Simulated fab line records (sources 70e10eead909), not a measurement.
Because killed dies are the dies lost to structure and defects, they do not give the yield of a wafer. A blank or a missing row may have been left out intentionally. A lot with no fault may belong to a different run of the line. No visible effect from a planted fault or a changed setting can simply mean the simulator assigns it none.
Which tool was responsible?	flow nand-harc	72 wafers from 24 lots sampled at 6 of the route's 1302 steps

## WHAT EACH GAUGE READ, for each wafer
The record lacks any reading of a measuring or inspecting step that a usual standard deviation could be used to judge.

## EACH LOT AND THE TOOL THAT RAN IT (in order: tool; ch and the chambers of the sampled wafers; start)
lot	NHARC_A_CONTACT_ETCH_76	NHARC_A_CONTACT_ETCH_77	NHARC_A_CONTACT_ETCH_126	NHARC_A_CONTACT_ETCH_127	NHARC_A_CONTACT_DEP_85	NHARC_A_CONTACT_ALD_18
L074	rie-diel-04 ch 0,1,2, day 21 18:57 or earlier	rie-diel-04 ch 1,3, day 21 18:57 or earlier	har-cap-etch-02 ch 0, day 21 18:57	har-cap-etch-02 ch 0, day 21 19:08	pecvd-01 ch 0,1,2, day 22 03:42	ald-metal-03 ch 1,2,3, day 22 08:58
L075	rie-diel-07 ch 1,2,3, day 22 11:36 or earlier	rie-diel-07 ch 0,2,3, day 22 11:36 or earlier	har-cap-etch-01 ch 0,1, day 22 11:36	har-cap-etch-01 ch 0,1, day 22 11:47	pecvd-03 ch 1,2, day 22 16:43	ald-metal-03 ch 1,2,3, day 22 22:14
L076	rie-diel-11 ch 2,3, day 22 11:55 or earlier	rie-diel-11 ch 1,3, day 22 11:55 or earlier	har-cap-etch-03 ch 0,1, day 22 11:55	har-cap-etch-03 ch 0,1, day 22 12:05	pecvd-01 ch 0,1,2, day 22 16:54	ald-metal-02 ch 0,1, day 22 22:19
L077	rie-diel-07 ch 0,2,3, day 22 14:29 or earlier	rie-diel-07 ch 0,1, day 22 14:29 or earlier	har-cap-etch-02 ch 0,1, day 22 14:29	har-cap-etch-02 ch 0,1, day 22 14:44	pecvd-02 ch 0,1,2, day 22 19:31	ald-metal-03 ch 0,1,3, day 23 00:39
L078	rie-diel-04 ch 1,2,3, day 23 06:53 or earlier	rie-diel-04 ch 1,2, day 23 06:53 or earlier	har-cap-etch-02 ch 0, day 23 06:53	har-cap-etch-02 ch 0, day 23 07:04	pecvd-01 ch 0,2, day 23 11:49	ald-metal-02 ch 0,1,3, day 23 16:58
L079	rie-diel-07 ch 0,1,2, day 23 13:34 or earlier	rie-diel-07 ch 1,3, day 23 13:34 or earlier	har-cap-etch-01 ch 1, day 23 13:34	har-cap-etch-01 ch 1, day 23 13:45	pecvd-03 ch 0,1,2, day 23 19:08	ald-metal-02 ch 0,1, day 24 00:19
L080	rie-diel-07 ch 0,1, day 24 13:39 or earlier	rie-diel-07 ch 0,1, day 24 13:39 or earlier	har-cap-etch-03 ch 1, day 24 13:39	har-cap-etch-03 ch 1, day 24 13:50	pecvd-03 ch 0,1,2, day 24 18:40	ald-metal-01 ch 0,1,2, day 24 23:47
L081	rie-diel-07 ch 0,1,3, day 25 05:32 or earlier	rie-diel-07 ch 1,2,3, day 25 05:32 or earlier	har-cap-etch-03 ch 0,1, day 25 05:32	har-cap-etch-03 ch 0,1, day 25 05:42	pecvd-02 ch 0,1, day 25 10:32	ald-metal-02 ch 1,2,3, day 25 15:37
L083	rie-diel-04 ch 0,1,3, day 25 18:29 or earlier	rie-diel-04 ch 2,3, day 25 18:29 or earlier	har-cap-etch-02 ch 0,1, day 25 18:29	har-cap-etch-02 ch 0,1, day 25 18:40	pecvd-03 ch 0,2, day 26 01:42	ald-metal-02 ch 1,2,3, day 26 06:37
L082	rie-diel-07 ch 0,1,2, day 26 06:43 or earlier	rie-diel-07 ch 0,1,2, day 26 06:43 or earlier	har-cap-etch-01 ch 0,1, day 26 06:43	har-cap-etch-01 ch 0,1, day 26 06:53	pecvd-02 ch 0,1, day 26 11:59	ald-metal-01 ch 1,2,3, day 26 17:42
L084	rie-diel-07 ch 0,1,3, day 26 12:56 or earlier	rie-diel-07 ch 0,2,3, day 26 12:56 or earlier	har-cap-etch-03 ch 0,1, day 26 12:56	har-cap-etch-03 ch 0,1, day 26 13:06	pecvd-02 ch 1,2, day 26 17:53	ald-metal-03 ch 1,2,3, day 26 22:47
L085	rie-diel-07 ch 1,2, day 26 14:49 or earlier	rie-diel-07 ch 0,2,3, day 26 14:49 or earlier	har-cap-etch-02 ch 0,1, day 26 14:49	har-cap-etch-02 ch 0,1, day 26 14:59	pecvd-03 ch 0,1,2, day 26 22:48	ald-metal-03 ch 1,2, day 27 03:51
L086	rie-diel-07 ch 0,1,3, day 27 13:49 or earlier	rie-diel-07 ch 0,1, day 27 13:49 or earlier	har-cap-etch-02 ch 0,1, day 27 13:49	har-cap-etch-02 ch 0,1, day 27 13:59	pecvd-02 ch 0,1,2, day 27 21:49	ald-metal-03 ch 2,3, day 28 03:01
L087	rie-diel-07 ch 0,1, day 27 20:16 or earlier	rie-diel-07 ch 0,2,3, day 27 20:16 or earlier	har-cap-etch-03 ch 0,1, day 27 20:16	har-cap-etch-03 ch 0,1, day 27 20:26	pecvd-03 ch 0,1, day 28 01:56	ald-metal-02 ch 0,1,2, day 28 07:08
L088	rie-diel-07 ch 1,2,3, day 27 21:19 or earlier	rie-diel-07 ch 2,3, day 27 21:19 or earlier	har-cap-etch-01 ch 0,1, day 27 21:19	har-cap-etch-01 ch 0,1, day 27 21:29	pecvd-02 ch 0,2, day 28 03:40	ald-metal-01 ch 0,2,3, day 28 08:52
L091	rie-diel-11 ch 1,2,3, day 28 08:05 or earlier	rie-diel-11 ch 1,2,3, day 28 08:05 or earlier	har-cap-etch-02 ch 0,1, day 28 08:05	har-cap-etch-02 ch 0,1, day 28 08:16	pecvd-03 ch 0,1,2, day 28 13:44	ald-metal-03 ch 0,1,3, day 28 18:46
L089	rie-diel-07 ch 1,2, day 28 12:26 or earlier	rie-diel-07 ch 0,1,3, day 28 12:26 or earlier	har-cap-etch-01 ch 0,1, day 28 12:26	har-cap-etch-01 ch 0,1, day 28 12:37	pecvd-02 ch 0,1, day 28 17:52	ald-metal-01 ch 2,3, day 28 23:05
L090	rie-diel-07 ch 1,2, day 28 15:07 or earlier	rie-diel-07 ch 1,2,3, day 28 15:07 or earlier	har-cap-etch-03 ch 0,1, day 28 15:07	har-cap-etch-03 ch 0,1, day 28 15:17	pecvd-02 ch 0,2, day 28 21:27	ald-metal-02 ch 2,3, day 29 02:54
L092	rie-diel-11 ch 0,1,3, day 29 10:58 or earlier	rie-diel-11 ch 0,1,3, day 29 10:58 or earlier	har-cap-etch-02 ch 0,1, day 29 10:58	har-cap-etch-02 ch 0,1, day 29 11:08	pecvd-03 ch 0,1,2, day 29 18:41	ald-metal-01 ch 1,2,3, day 29 23:35
L094	rie-diel-04 ch 0,2,3, day 29 17:53 or earlier	rie-diel-04 ch 0,1,2, day 29 17:53 or earlier	har-cap-etch-01 ch 0,1, day 29 17:53	har-cap-etch-01 ch 0,1, day 29 18:04	pecvd-01 ch 0,1,2, day 30 00:05	ald-metal-03 ch 0,2,3, day 30 05:06
L093	rie-diel-04 ch 0,1,2, day 30 01:21 or earlier	rie-diel-04 ch 1,2,3, day 30 01:21 or earlier	har-cap-etch-03 ch 0,1, day 30 01:21	har-cap-etch-03 ch 0,1, day 30 01:32	pecvd-02 ch 0,1,2, day 30 06:20	ald-metal-03 ch 0,3, day 30 11:24
L095	rie-diel-04 ch 1,2,3, day 30 14:43 or earlier	rie-diel-04 ch 0,1,2, day 30 14:43 or earlier	har-cap-etch-01 ch 0,1, day 30 14:43	har-cap-etch-01 ch 0,1, day 30 14:53	pecvd-02 ch 0,1,2, day 30 19:37	ald-metal-03 ch 0,2,3, day 31 00:39
L097	rie-diel-07 ch 0,1, day 31 14:44 or earlier	rie-diel-07 ch 0,2, day 31 14:44 or earlier	har-cap-etch-03 ch 0,1, day 31 14:44	har-cap-etch-03 ch 0,1, day 31 14:54	pecvd-03 ch 0,1, day 32 01:10	ald-metal-02 ch 0,1,3, day 32 06:11
L096	rie-diel-11 ch 0,1,2, day 32 07:14 or earlier	rie-diel-11 ch 1,2, day 32 07:14 or earlier	har-cap-etch-02 ch 0,1, day 32 07:14	har-cap-etch-02 ch 0,1, day 32 07:25	pecvd-01 ch 1,2, day 32 14:17	ald-metal-03 ch 0,2,3, day 32 19:20
- NHARC_A_CONTACT_ETCH_76: etches the open film in N2/H2, target depth 260 nm, time 475.3 s.
- NHARC_A_CONTACT_ETCH_77: etches the open film in CF4/CHF3, target depth 108.9 nm, time 54.5 s.
- NHARC_A_CONTACT_ETCH_126: etches the open film in C4F8/O2/Ar, time 197 s, target depth 1918 nm.
- NHARC_A_CONTACT_ETCH_127: etches the open film in C4F8/O2/Ar, time 197 s, target depth 1918 nm.
- NHARC_A_CONTACT_DEP_85: deposits SiON, target thk 60 nm.
- NHARC_A_CONTACT_ALD_18: deposits TiN, target thk 3 nm, pulse time 1 s, ald cycles 150.

## WHAT THE TOOLS THEMSELVES READ (means of the sampled wafers that have a number; where no wafer has one, the mark that the record gives instead)
NHARC_A_CONTACT_ETCH_76.
lot	tool	drypump-motor-current-A (A)	oes-product-au (a.u.)	rf-vpp-V (V)	showerhead-plenum-p-Torr (Torr)	throttle-valve-pct (%)
L074	rie-diel-04	5.4	0.997	430.6	2.04	14.176
L075	rie-diel-07	6.1	1.005	432.2	2.14	14.160
L076	rie-diel-11	5.6	1.005	428.6	1.99	14.171
L077	rie-diel-07	6.2	1.004	432.7	2.14	14.184
L078	rie-diel-04	5.8	0.998	431.7	2.07	14.176
L079	rie-diel-07	6.1	1.010	433.6	2.15	14.163
L080	rie-diel-07	6.1	1.005	433.8	2.13	14.156
L081	rie-diel-07	6.1	1.004	431.1	2.11	14.165
L083	rie-diel-04	5.6	1.006	430.5	2.03	14.163
L082	rie-diel-07	6.1	1.009	433.3	2.15	14.164
L084	rie-diel-07	6.1	1.005	433.2	2.11	14.181
L085	rie-diel-07	6.0	1.012	433.8	2.17	14.168
L086	rie-diel-07	6.1	0.992	431.6	2.11	14.171
L087	rie-diel-07	6.0	1.001	432.6	2.12	14.175
L088	rie-diel-07	6.0	1.004	432.6	2.13	14.175
L091	rie-diel-11	5.7	1.003	433.8	2.16	14.173
L089	rie-diel-07	6.0	0.994	434.1	2.17	14.171
L090	rie-diel-07	6.0	0.998	434.7	2.17	14.177
L092	rie-diel-11	6.0	0.991	432.0	2.09	14.181
L094	rie-diel-04	5.7	0.998	428.8	1.97	14.169
L093	rie-diel-04	5.4	1.004	431.0	2.02	14.169
L095	rie-diel-04	5.8	1.012	430.8	2.05	14.164
L097	rie-diel-07	6.1	1.011	432.8	2.12	14.177
L096	rie-diel-11	5.9	0.994	432.2	2.08	14.165

NHARC_A_CONTACT_ETCH_77.
lot	tool	drypump-motor-current-A (A)	oes-product-au (a.u.)	rf-vpp-V (V)	showerhead-plenum-p-Torr (Torr)	throttle-valve-pct (%)
L074	rie-diel-04	6.0	0.933	370.5	1.60	16.796
L075	rie-diel-07	6.1	0.977	372.8	1.65	16.800
L076	rie-diel-11	5.8	0.916	372.7	1.65	16.807
L077	rie-diel-07	6.0	0.923	372.5	1.64	16.809
L078	rie-diel-04	5.5	0.930	372.6	1.64	16.804
L079	rie-diel-07	6.1	0.931	371.7	1.62	16.801
L080	rie-diel-07	6.0	0.930	372.7	1.63	16.800
L081	rie-diel-07	6.1	0.936	372.5	1.64	16.802
L083	rie-diel-04	5.9	0.952	370.3	1.56	16.798
L082	rie-diel-07	6.0	0.927	373.3	1.65	16.796
L084	rie-diel-07	6.1	0.936	373.2	1.64	16.799
L085	rie-diel-07	6.2	0.928	372.8	1.64	16.796
L086	rie-diel-07	6.0	0.984	373.0	1.63	16.794
L087	rie-diel-07	6.2	0.931	372.2	1.64	16.799
L088	rie-diel-07	6.1	0.930	373.1	1.63	16.807
L091	rie-diel-11	5.7	0.944	374.0	1.66	16.795
L089	rie-diel-07	6.1	0.954	371.4	1.62	16.795
L090	rie-diel-07	6.1	0.962	373.0	1.64	16.801
L092	rie-diel-11	6.0	0.930	371.3	1.61	16.797
L094	rie-diel-04	5.4	0.925	371.0	1.56	16.805
L093	rie-diel-04	5.8	0.928	371.4	1.58	16.809
L095	rie-diel-04	5.4	0.928	370.2	1.56	16.791
L097	rie-diel-07	6.1	0.928	372.4	1.65	16.804
L096	rie-diel-11	5.7	0.921	373.7	1.66	16.803

NHARC_A_CONTACT_ETCH_126.
lot	tool	oes-air-line-au (a.u.)
L074	har-cap-etch-02	0.987
L075	har-cap-etch-01	1.006
L076	har-cap-etch-03	1.010
L077	har-cap-etch-02	1.020
L078	har-cap-etch-02	0.996
L079	har-cap-etch-01	0.966
L080	har-cap-etch-03	1.002
L081	har-cap-etch-03	1.003
L083	har-cap-etch-02	0.995
L082	har-cap-etch-01	0.991
L084	har-cap-etch-03	1.004
L085	har-cap-etch-02	0.996
L086	har-cap-etch-02	0.987
L087	har-cap-etch-03	1.007
L088	har-cap-etch-01	1.014
L091	har-cap-etch-02	1.009
L089	har-cap-etch-01	0.975
L090	har-cap-etch-03	1.006
L092	har-cap-etch-02	1.018
L094	har-cap-etch-01	0.994
L093	har-cap-etch-03	0.981
L095	har-cap-etch-01	1.010
L097	har-cap-etch-03	0.990
L096	har-cap-etch-02	0.984

NHARC_A_CONTACT_ETCH_127.
lot	tool	oes-air-line-au (a.u.)
L074	har-cap-etch-02	0.996
L075	har-cap-etch-01	0.993
L076	har-cap-etch-03	0.988
L077	har-cap-etch-02	0.999
L078	har-cap-etch-02	1.010
L079	har-cap-etch-01	1.012
L080	har-cap-etch-03	1.011
L081	har-cap-etch-03	1.001
L083	har-cap-etch-02	1.014
L082	har-cap-etch-01	0.996
L084	har-cap-etch-03	1.007
L085	har-cap-etch-02	0.980
L086	har-cap-etch-02	0.983
L087	har-cap-etch-03	1.021
L088	har-cap-etch-01	0.974
L091	har-cap-etch-02	1.007
L089	har-cap-etch-01	0.995
L090	har-cap-etch-03	0.978
L092	har-cap-etch-02	1.010
L094	har-cap-etch-01	1.001
L093	har-cap-etch-03	0.977
L095	har-cap-etch-01	1.017
L097	har-cap-etch-03	1.012
L096	har-cap-etch-02	0.994

NHARC_A_CONTACT_DEP_85.
lot	tool	heater-power-w (W)
L074	pecvd-01	905
L075	pecvd-03	706
L076	pecvd-01	850
L077	pecvd-02	688
L078	pecvd-01	813
L079	pecvd-03	722
L080	pecvd-03	678
L081	pecvd-02	666
L083	pecvd-03	715
L082	pecvd-02	721
L084	pecvd-02	671
L085	pecvd-03	728
L086	pecvd-02	684
L087	pecvd-03	707
L088	pecvd-02	764
L091	pecvd-03	736
L089	pecvd-02	781
L090	pecvd-02	692
L092	pecvd-03	657
L094	pecvd-01	896
L093	pecvd-02	711
L095	pecvd-02	688
L097	pecvd-03	693
L096	pecvd-01	847

NHARC_A_CONTACT_ALD_18.
lot	tool	heater-power-w (W)	precursor-pulse-height-rel
L074	ald-metal-03	1111	0.998
L075	ald-metal-03	1136	0.991
L076	ald-metal-02	1074	1.002
L077	ald-metal-03	1114	0.994
L078	ald-metal-02	1008	1.005
L079	ald-metal-02	973	1.003
L080	ald-metal-01	978	1.000
L081	ald-metal-02	1115	0.999
L083	ald-metal-02	1115	1.009
L082	ald-metal-01	986	1.000
L084	ald-metal-03	1093	0.998
L085	ald-metal-03	1159	0.997
L086	ald-metal-03	1085	0.975
L087	ald-metal-02	1117	0.993
L088	ald-metal-01	981	1.014
L091	ald-metal-03	1112	1.014
L089	ald-metal-01	998	0.996
L090	ald-metal-02	1061	0.999
L092	ald-metal-01	989	1.001
L094	ald-metal-03	1070	1.000
L093	ald-metal-03	1111	1.028
L095	ald-metal-03	1083	1.004
L097	ald-metal-02	1007	1.014
L096	ald-metal-03	1107	0.993

## THE ANSWER, worked out from the rows above alone
Rule: the lots themselves supply what counts as usual. The widest of any qualifying gaps counts: lots, ordered by their means at a reading, are off when they make up no more than a third of the lots, leave a main group of 4 or more, and stand apart from it by 3 or more times the standard deviation of that group's means. A main group whose means are all the same, to the digits that the tables above print for the reading, isn't used. Also off: a lot with no number at a reading for which 4 or more lots have one. The other lots that the step has rows for count as sound. Order of review: gauges by route order, followed by the tools' own readings, for which a lot's mean as printed above is used. The first step at which some lot is off is used, and at that step the reading that is off furthest; a lot without a number counts as furthest.
None of the lots is off at any reading shown; this tells nothing.

## WHAT HAD BEEN PUT IN BY THE SIMULATOR
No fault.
